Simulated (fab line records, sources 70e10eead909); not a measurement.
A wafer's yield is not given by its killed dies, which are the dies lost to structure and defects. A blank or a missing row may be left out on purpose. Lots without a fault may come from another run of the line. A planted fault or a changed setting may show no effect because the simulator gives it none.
Matching of chambers :: flow nand-harc :: NHARC_A_STAIRCASE_ETCH_253 on rie-diel-02: 4 sister chambers
The step etches the open film in C4F8/O2, target depth 50 nm, time 20.2 s. 7 wafers are shown with their chamber, then 8 later ones without.

## EACH WAFER AND ITS CHAMBER
wafer: L076.3
chamber: 3
rf-vpp-V (V): 905
oes-product-au (a.u.): 0.971

wafer: L077.1
chamber: 0
rf-vpp-V (V): 903
oes-product-au (a.u.): 0.970

wafer: L077.6
chamber: 0
rf-vpp-V (V): 903
oes-product-au (a.u.): 0.968

wafer: L081.2
chamber: 1
rf-vpp-V (V): 895
oes-product-au (a.u.): 0.964

wafer: L081.3
chamber: 2
rf-vpp-V (V): 891
oes-product-au (a.u.): 0.954

wafer: L081.6
chamber: 1
rf-vpp-V (V): 896
oes-product-au (a.u.): 0.951

wafer: L087.1
chamber: 2
rf-vpp-V (V): 891
oes-product-au (a.u.): 0.978

## WAFERS MISSING THEIR CHAMBER
wafer: L087.2
rf-vpp-V (V): 905
oes-product-au (a.u.): 0.978

wafer: L087.6
rf-vpp-V (V): 894
oes-product-au (a.u.): 0.985

wafer: L092.4
rf-vpp-V (V): 896
oes-product-au (a.u.): 0.967

wafer: L092.5
rf-vpp-V (V): 904
oes-product-au (a.u.): 0.966

wafer: L092.6
rf-vpp-V (V): 890
oes-product-au (a.u.): 0.947

wafer: L093.1
rf-vpp-V (V): 890
oes-product-au (a.u.): 0.960

wafer: L093.4
rf-vpp-V (V): 895
oes-product-au (a.u.): 0.969

wafer: L093.5
rf-vpp-V (V): 902
oes-product-au (a.u.): 0.957

## CHAMBER TAKEN BY EACH
wafer: L087.2
from the rows above: 3
in truth: 3

wafer: L087.6
from the rows above: 1
in truth: 1

wafer: L092.4
from the rows above: 1
in truth: 1

wafer: L092.5
from the rows above: can't be placed: 0 or 3
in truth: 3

wafer: L092.6
from the rows above: 2
in truth: 2

wafer: L093.1
from the rows above: 2
in truth: 2

wafer: L093.4
from the rows above: 1
in truth: 1

wafer: L093.5
from the rows above: 0
in truth: 0
Correctly placed: 7 of 8. Not placeable from these rows: 1 (in 1, the candidates include the true chamber). Number placed wrongly: 0.
How it was worked out, from the rows above alone: a wafer's distance from a chamber is the root of the sum, over the readings, of the square of ((its reading less the chamber's mean) divided by the reading's scatter). The wafer belongs to the nearest chamber; if the next one is less than 2 further off, it can't be placed. The mean given for a chamber averages the wafers shown for that chamber. The scatter: the root of (the sum of the squares of (reading less its chamber's mean) over the shown wafers, divided by (wafers less chambers)).
